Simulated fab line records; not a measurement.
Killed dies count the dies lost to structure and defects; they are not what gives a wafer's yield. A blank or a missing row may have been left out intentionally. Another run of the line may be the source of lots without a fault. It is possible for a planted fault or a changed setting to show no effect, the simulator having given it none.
A lot that was struck, set against a sound lot ; flow nand-harc ; 40 out of 1159 route steps
Sound: wafers L797.1, L797.3, L797.6. Wafers struck: L807.1, L807.3, L807.5. The cause is given at the end.
For every step that has rows: the tool of each side, followed by ch and its chambers, followed by its first start. Under that, the readings that differ: sound wafers ; struck wafers ; difference of the means ; sigmas: that difference in standard deviations of wafers without a fault.
alike: readings with means less than 2 such deviations apart, plus words and numbers identical on both sides. not compared: withheld readings, readings lacking a value on some wafer, bounds such as >300 that could conceal the same value, and numbers that have no deviation in the record and whose values overlap.
Wherever a step has rows on one side only, a row that says differs or no value, or a row with sigmas, the two part there. Numbers that don't overlap but have no deviation are shown without sigmas and don't part them. A reading missing from all wafers of one side parts the sides only when that side holds two or more wafers.

NHARC_A_CONTACT_DESCUM_13: chemistry O2, time 3 s.
  sound on rie-diel-12 ch 0,1, day 17 20:08; struck on rie-diel-03 ch 1,2, day 20 02:07
reading;sound;struck;difference;sigmas
oes-product-au (a.u.);1.014 1.018 1.014;0.999 0.991 0.989;-0.022;-3
  alike: chamber-pressure-mTorr, drypump-motor-current-A, o2-flow-sccm, rf-vpp-V, showerhead-plenum-p-Torr, throttle-valve-pct
  not compared: rf-hours-counter-h
then, 5 steps without rows for these wafers: NHARC_A_CONTACT_ETCH_88 (etches the open film in CF4, target depth 39 nm, time 65 s); NHARC_A_CONTACT_ETCH_89 (etches the open film in N2/H2, target depth 260 nm, time 475.3 s); NHARC_A_CONTACT_ETCH_30 (etches the open film in CF4/CHF3, target depth 60.5 nm, time 30.2 s); NHARC_A_CONTACT_ETCH_31 (etches the open film in O2/COS, target depth 2000 nm, time 520 s); NHARC_A_CONTACT_ETCH_134 (etches the open film in C4F8/O2/Ar, time 140 s, target depth 700 nm).
NHARC_A_CONTACT_ETCH_135: etches the open film in C4F8/O2/Ar, time 132 s, target depth 1287 nm.
  sound on har-cap-etch-02 ch 0,1, day 17 21:21; struck on har-cap-etch-02 ch 0,1, day 20 03:22
  alike: chamber-pressure-mTorr
  not compared: rf-hours-counter-h
then, 5 steps without rows for these wafers: NHARC_A_CONTACT_ETCH_136 (etches the open film in C4F8/O2/Ar, time 132 s, target depth 1287 nm); NHARC_A_CONTACT_ETCH_137 (etches the open film in C4F8/O2/Ar, time 132 s, target depth 1287 nm); NHARC_A_CONTACT_ETCH_138 (etches the open film in C4F8/O2/Ar, time 132 s, target depth 1289 nm); NHARC_A_CONTACT_ETCH_139 (etches the open film in C4F8/O2/Ar, time 137 s, target depth 590 nm); NHARC_A_CONTACT_ETCH_92 (etches the open film in CH3F/O2, target depth 40 nm, time 85.7 s).
NHARC_A_CONTACT_ETCH_98: etches the open film in C4F6/O2, target depth 20 nm, time 10 s.
  sound on rie-diel-12 ch 2,3, day 17 22:21; struck on rie-diel-08 ch 2,3, day 20 04:24
  alike: chamber-pressure-mTorr, drypump-motor-current-A, o2-flow-sccm, oes-product-au, rf-vpp-V, showerhead-plenum-p-Torr, throttle-valve-pct
  not compared: rf-hours-counter-h
NHARC_A_CONTACT_CD_MEAS_15:
  sound on cd-sem-01 at day 17 22:26; struck on cd-sem-03 at day 20 04:29
  alike: cd-nm
then, 4 steps without rows for these wafers: NHARC_A_CONTACT_STRIP_107 (strips in N2/H2); NHARC_A_CONTACT_STRIP_108 (strips in CF4/CHF3); NHARC_A_CONTACT_STRIP_109 (strips in O2/COS); NHARC_A_CONTACT_ETCH_110 (etches the open film in CF4/O2, target depth 50 nm, overetch 5 nm, time 27.5 s).
NHARC_A_CONTACT_STRIP_26: strips in O2.
  sound on rie-diel-03 ch 0,2,3; struck on rie-diel-03 ch 0,3
  alike: chamber-pressure-mTorr, drypump-motor-current-A, o2-flow-sccm, oes-product-au, rf-vpp-V, showerhead-plenum-p-Torr, throttle-valve-pct
  not compared: rf-hours-counter-h
then, 15 steps without rows for these wafers: NHARC_A_CONTACT_STRIP_27 (strips in post etch residue remover, time 600 s); NHARC_A_CONTACT_ALD_18 (deposits TiN, target thk 3 nm, pulse time 1 s, ald cycles 150); NHARC_A_CONTACT_CVD_19 (deposits W, target thk 300 nm, time 802 s); NHARC_A_CONTACT_CMP_20 (polishes, t overpolish 30 s, target thk 300 nm); NHARC_A_CONTACT_SRD_22; NHARC_A_BLC_DEHYDRATE_00 (time 120 s); NHARC_A_BLC_HMDS_01 (time 30 s); NHARC_A_BLC_COAT_02 (time 75 s); NHARC_A_BLC_COAT_03 (time 65 s); NHARC_A_BLC_COAT_04 (resist thk 90 nm); NHARC_A_BLC_SOFTBAKE_05 (time 55 s); NHARC_A_BLC_EBR_06; NHARC_A_BLC_EXPOSE_07 (exposes mask A BLC, target cd 100 nm); NHARC_A_BLC_PEB_08 (peb time 65 s); NHARC_A_BLC_DEVELOP_09 (develop time 35 s).
NHARC_A_BLC_CD_MEAS_10: the cd target is 100 nm.
  sound on cd-sem-01 ch 0, day 18 04:03; struck on cd-sem-03 ch 0, day 20 07:30
  alike: cd-nm
NHARC_A_BLC_OVL_MEAS_11:
  sound on overlay-02 at day 18 04:09; struck on overlay-01 at day 20 07:35
  alike: overlay-x-nm, overlay-y-nm
NHARC_A_BLC_DESCUM_15: chemistry O2, time 3 s.
  sound on rie-diel-11 ch 0,3, day 18 04:16; struck on rie-diel-11 ch 1,3, day 20 07:42
reading;sound;struck;difference;sigmas
oes-product-au (a.u.);0.984 0.991 0.997;1.006 1.006 0.999;+0.013;+2
  alike: chamber-pressure-mTorr, drypump-motor-current-A, o2-flow-sccm, rf-vpp-V, showerhead-plenum-p-Torr, throttle-valve-pct
  not compared: rf-hours-counter-h
then, 1 step without rows for these wafers: NHARC_A_BLC_ETCH_16 (etches the open film in CF4, target depth 39 nm, time 65 s).
NHARC_A_BLC_ETCH_17: etches the open film in N2/H2, target depth 390 nm, time 609.38 s.
  sound on rie-diel-11 ch 0,2,3; struck on rie-diel-11 ch 0,1
  alike: chamber-pressure-mTorr, drypump-motor-current-A, oes-product-au, rf-vpp-V, showerhead-plenum-p-Torr, throttle-valve-pct
  not compared: rf-hours-counter-h
-- record jumps: 2 days between struck wafers' starts before vs after; left off in module A_BLC, resumes in module END, first step shown is number 1159 of the route --
NHARC_END_SORT_01:
  at this point the record logs the struck wafers (prober-02 ch 0, day 22 08:23) and has no rows for the sound ones

## WHERE THEY PART
Last at NHARC_END_SORT_01 as far as this record goes, first at NHARC_A_CONTACT_DESCUM_13.

WHY: whatever the simulator had introduced
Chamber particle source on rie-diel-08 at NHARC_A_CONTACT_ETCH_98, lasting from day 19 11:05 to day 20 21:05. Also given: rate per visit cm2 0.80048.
